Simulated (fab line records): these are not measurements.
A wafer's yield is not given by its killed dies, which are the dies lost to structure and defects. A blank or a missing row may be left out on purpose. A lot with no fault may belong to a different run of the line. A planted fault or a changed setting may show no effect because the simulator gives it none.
A struck lot beside a sound one / flow nand_harc / 14 steps out of a route of 1159
Sound: these wafers, L608.1, L608.3, L608.6. Wafers L597.1, L597.3, L597.5 were the ones struck. At the end, the cause is stated.
Per side, at each step with rows, come the tool, then ch with its chambers, and then its first start. Under that, the readings that differ: sound wafers / struck wafers / difference of the means / sigmas: that difference in standard deviations of wafers without a fault.
alike: readings with means less than 2 such deviations apart, plus words and numbers identical on both sides. not compared: withheld readings, readings lacking a value on some wafer, bounds such as >300 that could conceal the same value, and numbers that have no deviation in the record and whose values overlap.
Wherever a step has rows on one side only, a row that says differs or no value, or a row with sigmas, the two part there. Non-overlapping numbers with no deviation appear without sigmas and do not part them. Lack of a reading on every wafer of one side parts them only where that side has two or more wafers.

first, 1 step without rows for these wafers: NHARC_A_ONON_D1_DEP_19 (target thk 1000 nm).
NHARC_A_ONON_D1_THK_MEAS_21: measures by ellipsometry.
  sound: film_metro-01 at day 11 21:29; struck: film_metro-01 at day 9 06:56
reading=thk_nm (nm); sound=984 983 984; struck=1020 1021 1022; difference=+37; sigmas=+4
then, 1 step without rows for these wafers: NHARC_A_ONON_D1_DEP_22 (target thk 1000 nm).
NHARC_A_ONON_D1_THK_MEAS_24: measures by ellipsometry.
  sound: film_metro-02 at day 11 22:03; struck: film_metro-01 at day 9 07:38
reading=thk_nm (nm); sound=1005 1006 1005; struck=979 978 980; difference=-26; sigmas=-3
then, 1 step without rows for these wafers: NHARC_A_ONON_D1_DEP_25 (target thk 1000 nm).
NHARC_A_ONON_D1_THK_MEAS_27: measures by ellipsometry.
  sound: film_metro-02 at day 11 22:37; struck: film_metro-01 at day 9 08:12
  alike: thk_nm
then, 1 step without rows for these wafers: NHARC_A_ONON_D1_DEP_28 (target thk 1000 nm).
NHARC_A_ONON_D1_THK_MEAS_30: measures by ellipsometry.
  sound: film_metro-02 at day 11 23:11; struck: film_metro-02 at day 9 08:47
  alike: thk_nm
NHARC_A_ONON_D1_DEP_33: deposits SiO2, target thk 200 nm.
  sound on pecvd-02 ch 0,2, day 11 23:14; struck on pecvd-02 ch 1,2, day 9 08:50
  alike: chamber_pressure_Torr, flow_sccm, heater_power_w, throttle_valve_pct
NHARC_A_ONON_D1_THK_MEAS_34: measures by ellipsometry.
  sound: film_metro-01 at day 11 23:47; struck: film_metro-01 at day 9 09:14
  alike: thk_nm
NHARC_A_ONON_D1_INSPECT_32:
  sound: defect_inspect-01 at day 11 23:51; struck: defect_inspect-01 at day 9 09:20
  alike: raw_defect_count
NHARC_A_CHANNEL_HOLE_D1_DEP_00: deposits aC, target thk 3100 nm.
  sound on acl_dep-01 ch 0, day 12 00:31; struck on acl_dep-02 ch 0, day 9 13:34
  alike: throttle_valve_pct
NHARC_A_CHANNEL_HOLE_D1_DEP_01: deposits SiON, target thk 140 nm.
  sound on pecvd-03 ch 1,2, day 12 02:28; struck on pecvd-03 ch 1,2, day 9 15:35
  alike: chamber_pressure_Torr, heater_power_w
-- jump in the record: it breaks off in module A_CHANNEL_HOLE_D1 and resumes in module END (first step shown: number 1159 of the route), and 11 days separate the struck wafers' starts before and after --
NHARC_END_SORT_01:
  sound on prober-02 ch 0, day 22 21:14; struck on prober-01 ch 0, day 20 15:22
reading=killed_at_array; sound=26 24 30; struck=674 670 671; difference=+645; sigmas=+65
reading=killed_at_other; sound=0 0 0; struck=1 4 3; difference=+3; sigmas=+3
reading=killed_dies; sound=34 26 34; struck=677 677 677; difference=+646; sigmas=+65
  alike: killed_at_periphery, killed_open, killed_short

## WHERE THEY PART
At NHARC_A_ONON_D1_THK_MEAS_21 first; at NHARC_END_SORT_01 last (within this record only).

WHY: what had been put in by the simulator
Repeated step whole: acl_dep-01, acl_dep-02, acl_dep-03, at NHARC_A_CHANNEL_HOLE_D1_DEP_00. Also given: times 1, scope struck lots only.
